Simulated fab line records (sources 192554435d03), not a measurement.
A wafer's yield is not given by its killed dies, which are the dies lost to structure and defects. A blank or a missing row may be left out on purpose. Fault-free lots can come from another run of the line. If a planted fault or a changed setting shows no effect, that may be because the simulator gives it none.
A struck lot beside a sound one | flow n5 finfet | 16 out of 1938 route steps
Sound: the wafers L274.1, L274.2, L274.5. Wafers struck: L284.1, L284.3, L284.6. The cause comes at the end.
Per side, at each step with rows, come the tool, then ch with its chambers, and then its first start. Under that, the readings that differ: sound wafers | struck wafers | difference of the means | sigmas: that difference in standard deviations of wafers without a fault.
alike: readings whose means differ by less than 2 such deviations, and words and numbers that are the same on both sides. not compared: withheld readings, readings that some wafer has no value for, bounds like >300 that may hide the same value, and numbers for which the record gives no deviation and whose values overlap.
A row with sigmas, a row that says differs or no value, or rows on one side alone: a step with any of these is where the two part. Non-overlapping numbers with no deviation appear without sigmas and do not part them. Lack of a reading on every wafer of one side parts them only where that side has two or more wafers.

N5_WELL_APT_DESCUM_30: chemistry O2, time 7.9 s.
  sound on rie diel-04 ch 2,3, day 1 14:59; struck on rie diel-05 ch 0,1,3, day 4 03:11
  alike: chamber pressure mTorr, drypump motor current A, o2 flow sccm, oes product au, rf vpp V, showerhead plenum p Torr, temp c, throttle valve pct
  not compared: rf hours counter h
then, 3 steps without rows for these wafers: N5_WELL_APT_IMPLANT_31; N5_WELL_APT_IMPLANT_32; N5_WELL_APT_STRIP_33 (strips in SPM, time 900 s).
N5_WELL_APT_RTA_34: time 10 s.
  sound on rtp anneal-01 ch 0, day 1 15:45; struck on rtp anneal-02 ch 0, day 4 03:58
  alike: lamp power pct, wafer_temp_C_max
then, 4 steps without rows for these wafers: N5_WELL_APT_OXIDE_STRIP_42 (strips SiO2 in dHF, time 45 s, target depth 12 nm); N5_WELL_APT_PRECLEAN_36 (cleans in O3/DIW, time 45 s); N5_WELL_APT_PRECLEAN_39 (cleans in dHF, time 60 s); N5_WELL_APT_SRD_37 (time 30 s).
N5_WELL_APT_EPI_41: deposits Si from SiH4/H2, target thk 50 nm, time 297.7 s.
  sound on epi rpcvd-04 ch 0, day 1 15:59; struck on epi rpcvd-02 ch 0, day 4 04:13
  alike: lamp inner pct, throttle valve pct
N5_WELL_APT_INSPECT_38: inspects for defects (darkfield).
  sound on defect inspect-02, day 1 16:38; struck on defect inspect-02, day 4 04:52
  alike: raw defect count
N5_PMOS_HMC_CHANNEL_EPI_HM_DEP_34: deposits SiO2 from TEOS/O2, target thk 36 nm, time 6.9 s.
  sound on pecvd-03 ch 1,2, day 1 16:40; struck on pecvd-02 ch 0,2, day 4 04:53
  alike: heater power w, showerhead plenum p Torr, throttle valve pct
N5_PMOS_HMC_CHANNEL_EPI_COAT_31: time 60 s, resist thk 66 nm.
  sound on litho track-05 ch 0, day 1 16:44; struck on litho track-05 ch 0, day 4 04:57
  reading                  | sound                | struck               | difference | sigmas
  heater power total W (W) | 393.1 390.3 391.2    | 409.3 407.6 408.1    | +16.8      | +13
  plate temp C (C)         | 204.92 205.25 204.99 | 212.31 212.39 212.42 | +7.32      | +43
then, 1 step without rows for these wafers: N5_PMOS_HMC_CHANNEL_EPI_COAT_03 (resist thk 205 nm).
-- the record jumps here: 10 days lie between the struck wafers' starts before and after (it left off in module PMOS_HMC_CHANNEL_EPI and takes up again in module BEOL_M4, whose first step shown is number 1111 of the route) --
N5_BEOL_M4_RC_MEAS_101:
  sound on prober-01 ch 0, day 10 14:47; struck on prober-02 ch 0, day 14 00:38
  alike: DIBL_N, DIBL_P, IOFF_N, IOFF_P, ION_N, ION_P, SS_N, SS_P, VT_N, VT_P
-- record jumps: 4 days separate the struck wafers' starts on either side; left off in module BEOL_M4, taken up again in module PASSIVATION, whose first shown step is the route's number 1936 --
N5_PASSIVATION_PROBE_49:
  sound on prober-01, day 15 01:04; struck on prober-02, day 18 11:29
  alike: defect limited yield, killed_at_M0_to_M3, killed_at_M4_up, killed at contacts, killed at front end, killed at other, killed dies, killed open, killed short, sort_bin_5_function, sort_bin_6_memory, sort_bin_8_speed, sort n pass, sort yield pct

== WHERE THEY PART ==
At N5_PMOS_HMC_CHANNEL_EPI_COAT_31 and nowhere else, as far as this record goes. Later steps at which nothing parts them and some readings are alike: N5_BEOL_M4_RC_MEAS_101, N5_PASSIVATION_PROBE_49.

WHY: what had been put in by the simulator
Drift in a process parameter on litho track-05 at N5_PMOS_HMC_CHANNEL_EPI_COAT_31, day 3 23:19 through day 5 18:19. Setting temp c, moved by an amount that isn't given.
